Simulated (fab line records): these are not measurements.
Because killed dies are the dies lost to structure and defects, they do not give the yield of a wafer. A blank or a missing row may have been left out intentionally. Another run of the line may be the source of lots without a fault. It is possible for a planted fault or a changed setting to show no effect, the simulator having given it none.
Which tool was responsible? | flow nand-harc | 6 lots, 17 wafers sampled, at 5 steps of a route of 1159

== WHAT THE GAUGES SHOWED, per wafer ==
NHARC_END_SORT_01.
lot  | measured     | on        | killed-at-array
L524 | day 21 06:29 | prober-02 | 12 19 9

== TOOL THAT RAN EACH LOT (tool first, then ch and the chambers of the sampled wafers, then the start) ==
lot  | NHARC_A_SLIT_DEP_00           | NHARC_A_SLIT_ETCH_24               | NHARC_A_SLIT_ETCH_26             | NHARC_A_WL_FILL_ALD_00
L516 | acl-dep-01 ch 0, day 14 02:21 | rie-diel-05 ch 0,3, day 14 04:59   | har-etch-01 ch 0, day 14 13:12   | ald-hk-03 ch 0,2, day 14 20:51
L520 | acl-dep-03 ch 0, day 15 05:46 | rie-diel-01 ch 1,3, day 15 08:40   | har-etch-02 ch 1, day 15 12:08   | ald-hk-03 ch 0,1,2, day 15 21:10
L521 | acl-dep-01 ch 0, day 15 17:50 | rie-diel-05 ch 1,2, day 15 19:40   | har-etch-01 ch 0,1, day 15 21:56 | ald-hk-02 ch 0,2,3, day 16 04:50
L524 | acl-dep-01 ch 0, day 16 04:16 | rie-diel-01 ch 0,2,3, day 16 06:53 | har-etch-01 ch 0,1, day 16 09:05 | ald-hk-02 ch 0,1, day 16 17:27
L534 | acl-dep-03 ch 0, day 18 18:23 | rie-diel-02 ch 1,2, day 18 21:12   | har-etch-01 ch 0, day 18 23:21   | ald-hk-02 ch 0,1, day 19 08:20
L537 | acl-dep-02 ch 0, day 19 20:32 | rie-diel-05 ch 0,1, day 19 23:13   | har-etch-01 ch 0,1, day 20 02:29 | ald-hk-03 ch 0,2, day 20 10:04
- NHARC_A_SLIT_DEP_00: deposits aC, target thk 3200 nm.
- NHARC_A_SLIT_ETCH_24: etches the open film in CF4/CHF3, target depth 121 nm, time 60.5 s.
- NHARC_A_SLIT_ETCH_26: etches the open film in C4F8/O2/Ar, time 90 s, target depth 400 nm.
- NHARC_A_WL_FILL_ALD_00: deposits Al2O3, target thk 3 nm, pulse time 3 s, ald cycles 30.

== THE ANSWER, worked out from the rows above alone ==
Rule: usual is defined by the lots themselves. Put in order of their means at a reading, lots are off if they are a third of the lots or fewer, leave a main group of 4 or more, and stand apart from it by a gap of 3 or more times the standard deviation of the main group's means; of several such gaps the widest counts. The tables above print the reading to a certain number of digits; a main group whose means all agree to those digits is not used. Also off: a lot with no number at a reading for which 4 or more lots have one. Any other lot the step has rows for is counted as sound.
No lot is off at any reading shown: from this, nothing can be told.

== WHAT THE SIMULATOR PUT IN ==
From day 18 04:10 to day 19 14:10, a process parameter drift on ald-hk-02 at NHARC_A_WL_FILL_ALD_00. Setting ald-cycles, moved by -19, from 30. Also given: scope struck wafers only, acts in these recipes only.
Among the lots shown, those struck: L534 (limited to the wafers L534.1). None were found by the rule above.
